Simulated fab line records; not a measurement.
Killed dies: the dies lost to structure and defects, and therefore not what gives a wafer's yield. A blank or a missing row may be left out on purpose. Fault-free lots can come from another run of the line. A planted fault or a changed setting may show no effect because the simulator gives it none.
Split-lot experiment || flow n5Finfet || on a route of 1938 steps: 7 lots, 21 wafers read

## ON THE SPLIT
At N5_SDB_CUT_ETCH_26 (etches Si in HBr/Cl2/O2, target depth 129.6 nm, bt time 20 s, time 51.8 s), the setting icpW was moved away from the recipe's 800 W on 7 of the 21 wafers read, by -13.2% to +17.0%. This setting was run at the recipe's value on the other wafers.

The reading comes from the split's own step.

## THE READING
SDB.featureDepthNm (the simulator's own value, which no gauge read), in nm, at N5_SDB_CUT_ETCH_26 (etches Si in HBr/Cl2/O2, target depth 129.6 nm, bt time 20 s, time 51.8 s). The file does not state a usual value for it. The 14 wafers here that ran the recipe average 131.4 nm, standard deviation 2.5 nm.

{"wafer": "L077.3", "tool, chamber at the split": "rieSi-01, 1", "icpW as run, W": 853.2, "against the recipe": "+6.7%", "SDB.featureDepthNm, nm": 137.6, "against lot-mates on the recipe": "+3.6"}
{"wafer": "L077.5", "tool, chamber at the split": "rieSi-01, 3", "icpW as run, W": 853.2, "against the recipe": "+6.7%", "SDB.featureDepthNm, nm": 139.6, "against lot-mates on the recipe": "+5.6"}
{"wafer": "L077.6", "tool, chamber at the split": "rieSi-01, 0", "icpW as run, W": 800, "against the recipe": "recipe", "SDB.featureDepthNm, nm": 134, "against lot-mates on the recipe": "-"}
{"wafer": "L078.1", "tool, chamber at the split": "rieSi-05, 0", "icpW as run, W": 800, "against the recipe": "recipe", "SDB.featureDepthNm, nm": 130.2, "against lot-mates on the recipe": "-"}
{"wafer": "L078.2", "tool, chamber at the split": "rieSi-05, 3,1", "icpW as run, W": 800, "against the recipe": "recipe", "SDB.featureDepthNm, nm": 128.2, "against lot-mates on the recipe": "-"}
{"wafer": "L078.4", "tool, chamber at the split": "rieSi-05, 3,1", "icpW as run, W": 800, "against the recipe": "recipe", "SDB.featureDepthNm, nm": 128.2, "against lot-mates on the recipe": "-"}
{"wafer": "L079.1", "tool, chamber at the split": "rieSi-01, 3", "icpW as run, W": 873.6, "against the recipe": "+9.2%", "SDB.featureDepthNm, nm": 140.4, "against lot-mates on the recipe": "+8.5"}
{"wafer": "L079.2", "tool, chamber at the split": "rieSi-01, 2", "icpW as run, W": 800, "against the recipe": "recipe", "SDB.featureDepthNm, nm": 132.6, "against lot-mates on the recipe": "-"}
{"wafer": "L079.6", "tool, chamber at the split": "rieSi-01, 2", "icpW as run, W": 800, "against the recipe": "recipe", "SDB.featureDepthNm, nm": 131.2, "against lot-mates on the recipe": "-"}
{"wafer": "L082.4", "tool, chamber at the split": "rieSi-01, 1", "icpW as run, W": 694, "against the recipe": "-13.2%", "SDB.featureDepthNm, nm": 123.8, "against lot-mates on the recipe": -7.9}
{"wafer": "L082.5", "tool, chamber at the split": "rieSi-01, 3", "icpW as run, W": 800, "against the recipe": "recipe", "SDB.featureDepthNm, nm": 133.6, "against lot-mates on the recipe": "-"}
{"wafer": "L082.6", "tool, chamber at the split": "rieSi-01, 2", "icpW as run, W": 800, "against the recipe": "recipe", "SDB.featureDepthNm, nm": 129.8, "against lot-mates on the recipe": "-"}
{"wafer": "L085.2", "tool, chamber at the split": "rieSi-01, 0", "icpW as run, W": 800, "against the recipe": "recipe", "SDB.featureDepthNm, nm": 134.2, "against lot-mates on the recipe": "-"}
{"wafer": "L085.3", "tool, chamber at the split": "rieSi-01, 3", "icpW as run, W": 800, "against the recipe": "recipe", "SDB.featureDepthNm, nm": 132.8, "against lot-mates on the recipe": "-"}
{"wafer": "L085.6", "tool, chamber at the split": "rieSi-01, 2", "icpW as run, W": 800, "against the recipe": "recipe", "SDB.featureDepthNm, nm": 128.6, "against lot-mates on the recipe": "-"}
{"wafer": "L088.3", "tool, chamber at the split": "rieSi-05, 2", "icpW as run, W": 935.8, "against the recipe": "+17.0%", "SDB.featureDepthNm, nm": 134.2, "against lot-mates on the recipe": "+6.2"}
{"wafer": "L088.4", "tool, chamber at the split": "rieSi-05, 1", "icpW as run, W": 800, "against the recipe": "recipe", "SDB.featureDepthNm, nm": 128, "against lot-mates on the recipe": "-"}
{"wafer": "L088.5", "tool, chamber at the split": "rieSi-05, 0", "icpW as run, W": 935.8, "against the recipe": "+17.0%", "SDB.featureDepthNm, nm": 138.2, "against lot-mates on the recipe": "+10.2"}
{"wafer": "L090.4", "tool, chamber at the split": "rieSi-01, 0", "icpW as run, W": 919.3, "against the recipe": "+14.9%", "SDB.featureDepthNm, nm": 142.4, "against lot-mates on the recipe": "+8.0"}
{"wafer": "L090.5", "tool, chamber at the split": "rieSi-01, 0", "icpW as run, W": 800, "against the recipe": "recipe", "SDB.featureDepthNm, nm": 134.8, "against lot-mates on the recipe": "-"}
{"wafer": "L090.6", "tool, chamber at the split": "rieSi-01, 1", "icpW as run, W": 800, "against the recipe": "recipe", "SDB.featureDepthNm, nm": 134, "against lot-mates on the recipe": "-"}
If several chambers appear in one row, that row covers several wafers at once and the file leaves open which wafer was in which chamber.

THE FIT
A straight line over all 21 wafers: SDB.featureDepthNm changes by +0.511 nm for each +1% of icpW; r = +0.77; the points scatter about the line by 3.1 nm.
The same after taking each lot's own level away (the mean of its wafers on the recipe; 21 wafers): +0.555 nm for each +1%; r = +0.92; scatter 1.7 nm.
The reading moves by 9.4 nm for the largest change in icpW, on that fit.
Across the lots, their own levels run from 128.00 to 134.40 nm, a range of 2.6 times the standard deviation given above.
So the lot-to-lot level blurs the effect unless lot-mates are compared.
Check: for one of the wafers moved furthest among these (+17.0%), held out of the fit, the line's prediction against its lot-mates is +10.6 nm. Against them it came out at +6.2 nm.

## THESE WAFERS: OTHER SPLITS
Note: prior to the reading, these wafers also went through further splits. Each is held against what the fit with the lots' levels taken away leaves over:
{"other split on the same wafers": "N5_WELL_APT_COAT_02 spinRpm", "wafers away from the commonest value": 7, "r with SDB.featureDepthNm (lot level and that fit taken away)": "+0.09"}
{"other split on the same wafers": "N5_WELL_APT_PEB_06 pebTimeS", "wafers away from the commonest value": 8, "r with SDB.featureDepthNm (lot level and that fit taken away)": "+0.00"}
{"other split on the same wafers": "N5_WELL_APT_EXPOSE_22 doseMj", "wafers away from the commonest value": 5, "r with SDB.featureDepthNm (lot level and that fit taken away)": -0.18}
{"other split on the same wafers": "N5_WELL_APT_PEB_23 pebTempC", "wafers away from the commonest value": 7, "r with SDB.featureDepthNm (lot level and that fit taken away)": -0.02}
{"other split on the same wafers": "N5_DUMMY_GATE_CVD_03 tempC", "wafers away from the commonest value": 15, "r with SDB.featureDepthNm (lot level and that fit taken away)": -0.27}
{"other split on the same wafers": "N5_SD_EPI_N_EXPOSE_06 doseMj", "wafers away from the commonest value": 6, "r with SDB.featureDepthNm (lot level and that fit taken away)": "+0.01"}
{"other split on the same wafers": "N5_SD_EPI_N_PEB_07 pebTempC", "wafers away from the commonest value": 6, "r with SDB.featureDepthNm (lot level and that fit taken away)": "+0.21"}
{"other split on the same wafers": "N5_SD_ACTIVATION_LSA_01 tempC", "wafers away from the commonest value": 9, "r with SDB.featureDepthNm (lot level and that fit taken away)": -0.04}

## THE WHOLE CHAIN: every reading that the file lists as answering this split, in the file's order
{"step": "N5_SDB_CUT_ETCH_26", "what it does": "etches Si in HBr/Cl2/O2, target depth 129.6 nm, bt time 20 s, time 51.8 s", "reading": "etch.depthNm (the simulator's own value, which no gauge read)", "change (the file's fit)": "+0.582 nm for each +1% of the setting", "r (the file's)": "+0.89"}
{"step": "N5_SDB_CUT_ETCH_26", "what it does": "etches Si in HBr/Cl2/O2, target depth 129.6 nm, bt time 20 s, time 51.8 s", "reading": "SDB.featureDepthNm (the simulator's own value, which no gauge read)", "change (the file's fit)": "+0.579 nm for each +1% of the setting", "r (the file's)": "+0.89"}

## FILE'S OWN FIT
SDB.featureDepthNm changes by +0.579 nm for each +1% of icpW, r = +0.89.
